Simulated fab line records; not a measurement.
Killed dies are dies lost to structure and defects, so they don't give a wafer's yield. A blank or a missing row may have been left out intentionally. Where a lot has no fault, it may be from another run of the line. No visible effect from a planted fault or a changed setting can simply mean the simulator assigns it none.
Struck lot and sound lot, side by side	flow nand_harc	40 out of 1302 route steps
Sound: these wafers, L938.4, L938.5, L938.6. Struck: wafer L943.5 (L943.2, L943.3, from the same lot, were not struck and are left out); the cause is given at the end.
For every step that has rows: the tool of each side, followed by ch and its chambers, followed by its first start. Under that, the readings that differ: sound wafers	struck wafers	difference of the means	sigmas: that difference in standard deviations of wafers without a fault.
alike: a reading whose means differ by less than 2 such deviations, as well as words and numbers matching on both sides. not compared: withheld readings; readings where some wafer has no value; bounds like >300 that might hide an equal value; numbers whose values overlap and for which the record gives no deviation.
A row with sigmas, a row that says differs or no value, or rows on one side alone: a step with any of these is where the two part. Non-overlapping numbers with no deviation appear without sigmas and do not part them. A reading that every wafer of one side lacks parts them only if that side has two wafers or more.

NHARC_P_CONTACT_CD_MEAS_19:
  sound on cd_sem-01 at day 8 20:53; struck on cd_sem-02 at day 10 16:55
  alike: cd_nm
then, 6 steps without rows for these wafers: NHARC_P_CONTACT_STRIP_28 (strips in O2); NHARC_P_CONTACT_STRIP_29 (strips in post etch residue remover, time 1200 s); NHARC_P_CONTACT_DEGAS_38 (time 60 s); NHARC_P_CONTACT_PRE_CLEAN_39 (time 19.5 s); NHARC_P_CONTACT_PVD_32 (deposits Ti, target thk 5 nm, time 17.7 s); NHARC_P_CONTACT_ALD_22 (deposits TiN, target thk 3 nm, pulse time 1 s, ald cycles 150).
NHARC_P_CONTACT_CVD_23: deposits W, target thk 200 nm, time 557 s.
  sound on cvd_w-02 ch 0,1; struck on cvd_w-02 ch 1
  alike: heater_power_w, mfc_h2_sccm, throttle_valve_pct
NHARC_P_CONTACT_CMP_24: polishes, t overpolish 30 s, target thk 200 nm.
  sound on cmp-04 ch 0,2,3, day 8 23:33; struck on cmp-01 ch 2, day 10 18:46
reading	sound	struck	difference	sigmas
slurry_filter_dp_kPa (kPa)	13.57 13.54 13.54	13.28	-0.27	-2
  alike: motor_current_A, overpolish_run_s, slurry_flow_ml_min, time_to_endpoint_s
then, 1 step without rows for these wafers: NHARC_P_CONTACT_SRD_26.
NHARC_P_CONTACT_INSPECT_27:
  sound on defect_inspect-01 at day 8 23:53; struck on defect_inspect-02 at day 10 19:09
  alike: raw_defect_count
NHARC_P_M0_DEP_00: deposits SiOC, target thk 150 nm.
  sound on pecvd-04 ch 0,1,2, day 9 00:05; struck on pecvd-04 ch 0,1,2, day 10 19:16
then, 9 steps without rows for these wafers: NHARC_P_M0_DEHYDRATE_01 (time 120 s); NHARC_P_M0_HMDS_02 (time 30 s); NHARC_P_M0_COAT_33 (time 65 s); NHARC_P_M0_COAT_03 (resist thk 90 nm); NHARC_P_M0_SOFTBAKE_04 (time 55 s); NHARC_P_M0_EBR_05; NHARC_P_M0_EXPOSE_06 (exposes mask P M0, target cd 90 nm); NHARC_P_M0_PEB_07 (peb time 65 s); NHARC_P_M0_DEVELOP_08 (develop time 35 s).
NHARC_P_M0_CD_MEAS_09: target cd 90 nm.
  sound on cd_sem-02 ch 0, day 9 00:40; struck on cd_sem-03 ch 0, day 10 19:56
  alike: cd_nm
NHARC_P_M0_OVL_MEAS_10: pitch 180 nm.
  sound on overlay-02 at day 9 00:45; struck on overlay-02 at day 10 20:01
reading	sound	struck	difference	sigmas
overlay_x_nm (nm)	1.1 0.5 1.0	-1.2	-2.1	-3
  alike: overlay_y_nm
NHARC_P_M0_INSPECT_11:
  sound on defect_inspect-02 at day 9 00:47; struck on defect_inspect-01 at day 10 20:03
  alike: raw_defect_count
NHARC_P_M0_DESCUM_14: chemistry O2, time 3 s.
  sound on rie_diel-01 ch 0,1,3, day 9 00:52; struck on rie_diel-01 ch 2, day 10 20:07
  alike: chamber_pressure_mTorr, drypump_motor_current_A, oes_product_au, rf_vpp_V, showerhead_plenum_p_Torr, throttle_valve_pct
  not compared: rf_hours_counter_h
then, 2 steps without rows for these wafers: NHARC_P_M0_ETCH_34 (etches the open film in N2/H2, target depth 40 nm, overetch 12 nm, time 43.94 s); NHARC_P_M0_ETCH_15 (etches the open film in C4F8/Ar, target depth 150 nm, overetch 15 nm, time 82.5 s).
NHARC_P_M0_CD_MEAS_16:
  sound on cd_sem-03 at day 9 01:10; struck on cd_sem-02 at day 10 20:28
  alike: cd_nm
NHARC_P_M0_STRIP_18: strips in N2/H2.
  sound on rie_diel-11 ch 0,2,3, day 9 01:18; struck on rie_diel-01 ch 0, day 10 20:32
  alike: chamber_pressure_mTorr, drypump_motor_current_A, oes_product_au, rf_vpp_V, showerhead_plenum_p_Torr, throttle_valve_pct
  not compared: rf_hours_counter_h
then, 6 steps without rows for these wafers: NHARC_P_M0_STRIP_19 (strips in post etch residue remover, time 600 s); NHARC_P_M0_DEGAS_28 (time 60 s); NHARC_P_M0_PRE_CLEAN_29 (time 30 s); NHARC_P_M0_PVD_20 (deposits TaN, target thk 5 nm, time 8.06 s); NHARC_P_M0_PVD_21 (deposits Cu, target thk 30 nm, time 20.49 s); NHARC_P_M0_ECD_22 (material Cu, target thk 400 nm).
NHARC_P_M0_ANNEAL_30: time 90 s.
  sound on rtp_anneal-02 ch 0, day 9 02:40; struck on rtp_anneal-01 ch 0, day 10 21:56
  alike: wafer_temp_C_max
then, 2 steps without rows for these wafers: NHARC_P_M0_CMP_23 (polishes, t overpolish 20 s, target thk 117.54 nm); NHARC_P_M0_SRD_25.
NHARC_P_M0_INSPECT_27:
  sound on defect_inspect-01 at day 9 03:19; struck on defect_inspect-02 at day 10 22:42
reading	sound	struck	difference	sigmas
raw_defect_count	356 533 391	172	-255	-2
-- record jumps: 18 days between struck wafers' starts before vs after; left off in module P_M0, resumes in module END, first step shown is number 1302 of the route --
NHARC_END_SORT_01:
  only the struck wafers appear in the record here, on prober-01 ch 0 at day 29 05:45; the sound ones have no rows

## WHERE THEY PART
At NHARC_P_CONTACT_CMP_24 first; at NHARC_END_SORT_01 last (within this record only).

WHY: what had been put in by the simulator
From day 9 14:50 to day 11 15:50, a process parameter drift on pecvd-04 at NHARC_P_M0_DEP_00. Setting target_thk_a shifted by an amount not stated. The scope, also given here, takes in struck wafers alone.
